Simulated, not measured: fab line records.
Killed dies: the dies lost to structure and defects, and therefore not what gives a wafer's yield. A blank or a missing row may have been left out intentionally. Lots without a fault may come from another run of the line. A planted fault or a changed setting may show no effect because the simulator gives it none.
Matching of chambers / flow n5Finfet / rieDiel-04 running N5_FIN_SAQP_DESCUM_21: 4 sister chambers
The step chemistry O2, time 7.9 s. 4 wafers are shown with their chamber, then 7 later ones without.

## EACH WAFER AND ITS CHAMBER
wafer=L085.3; chamber=2; showerheadPlenumPTorr (Torr)=2.13
wafer=L085.5; chamber=3; showerheadPlenumPTorr (Torr)=2.01
wafer=L086.3; chamber=1; showerheadPlenumPTorr (Torr)=2.17
wafer=L086.4; chamber=0; showerheadPlenumPTorr (Torr)=2.12

## WAFERS WITHOUT THEIR CHAMBER
wafer=L086.6; showerheadPlenumPTorr (Torr)=2.17
wafer=L091.2; showerheadPlenumPTorr (Torr)=2.11
wafer=L091.4; showerheadPlenumPTorr (Torr)=2.17
wafer=L091.6; showerheadPlenumPTorr (Torr)=2.17
wafer=L095.2; showerheadPlenumPTorr (Torr)=2.16
wafer=L095.3; showerheadPlenumPTorr (Torr)=2.00
wafer=L095.4; showerheadPlenumPTorr (Torr)=2.11

## WHICH CHAMBER EACH WENT THROUGH
wafer=L086.6; from the rows above=1; in truth=1
wafer=L091.2; from the rows above=can't be placed: 0 or 2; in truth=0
wafer=L091.4; from the rows above=1; in truth=1
wafer=L091.6; from the rows above=1; in truth=1
wafer=L095.2; from the rows above=1; in truth=1
wafer=L095.3; from the rows above=3; in truth=3
wafer=L095.4; from the rows above=can't be placed: 0 or 2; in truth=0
Correctly placed: 5 of 7. Unplaceable from these rows: 2, with the true chamber sitting among the candidates in 2. Wrongly placed: 0.
How it was worked out, from the rows above alone: a wafer's distance from a chamber is the root of the sum, over the readings, of the square of ((its reading less the chamber's mean) divided by the reading's scatter). If the next closest chamber is less than 2 further off than the closest, the wafer can't be placed; otherwise it belongs to the closest. Each chamber's mean is taken over the wafers shown for it. The scatter: with one shown wafer a chamber, the root of the mean of the squares of how far each hidden wafer lies from its nearest shown one.
